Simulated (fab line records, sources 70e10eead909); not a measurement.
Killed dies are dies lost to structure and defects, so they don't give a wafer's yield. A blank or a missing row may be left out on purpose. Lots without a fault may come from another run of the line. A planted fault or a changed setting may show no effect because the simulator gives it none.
Chamber matching | flow nand_harc | NHARC_P_CONTACT_STRIP_28 on rie_diel-08: 4 sister chambers
The step strips in O2. 8 wafers are shown with their chamber, then 10 later ones without.

WAFERS WITH THEIR CHAMBER
wafer  | chamber | showerhead_plenum_p_Torr (Torr) | drypump_motor_current_A (A)
L086.1 | 1       | 3.53                            | 5.39
L086.4 | 0       | 3.55                            | 6.00
L089.5 | 2       | 3.34                            | 6.05
L088.1 | 3       | 3.47                            | 5.57
L088.2 | 0       | 3.54                            | 5.99
L088.3 | 2       | 3.34                            | 6.05
L091.1 | 3       | 3.47                            | 5.59
L091.3 | 1       | 3.52                            | 5.38

WAFERS WITHOUT THEIR CHAMBER
wafer  | showerhead_plenum_p_Torr (Torr) | drypump_motor_current_A (A)
L091.6 | 3.47                            | 5.57
L094.1 | 3.52                            | 5.36
L094.2 | 3.54                            | 6.02
L094.4 | 3.34                            | 6.08
L095.1 | 3.34                            | 6.06
L095.4 | 3.46                            | 5.60
L095.5 | 3.34                            | 6.07
L097.2 | 3.54                            | 5.98
L097.3 | 3.52                            | 5.37
L097.6 | 3.34                            | 6.04

WHICH CHAMBER EACH WENT THROUGH
wafer  | from the rows above | in truth
L091.6 | 3                   | 3
L094.1 | 1                   | 1
L094.2 | 0                   | 0
L094.4 | 2                   | 2
L095.1 | 2                   | 2
L095.4 | 3                   | 3
L095.5 | 2                   | 2
L097.2 | 0                   | 0
L097.3 | 1                   | 1
L097.6 | 2                   | 2
Placed correctly: 10 of 10. Can't be placed from these rows: 0. Placed wrongly: 0.
How it was worked out, from the rows above alone: a wafer's distance from a chamber is the root of the sum, over the readings, of the square of ((its reading less the chamber's mean) divided by the reading's scatter). The wafer belongs to the nearest chamber; if the next one is less than 2 further off, it can't be placed. A chamber's mean is the mean of its shown wafers. The scatter: the root of (the sum of the squares of (reading less its chamber's mean) over the shown wafers, divided by (wafers less chambers)).
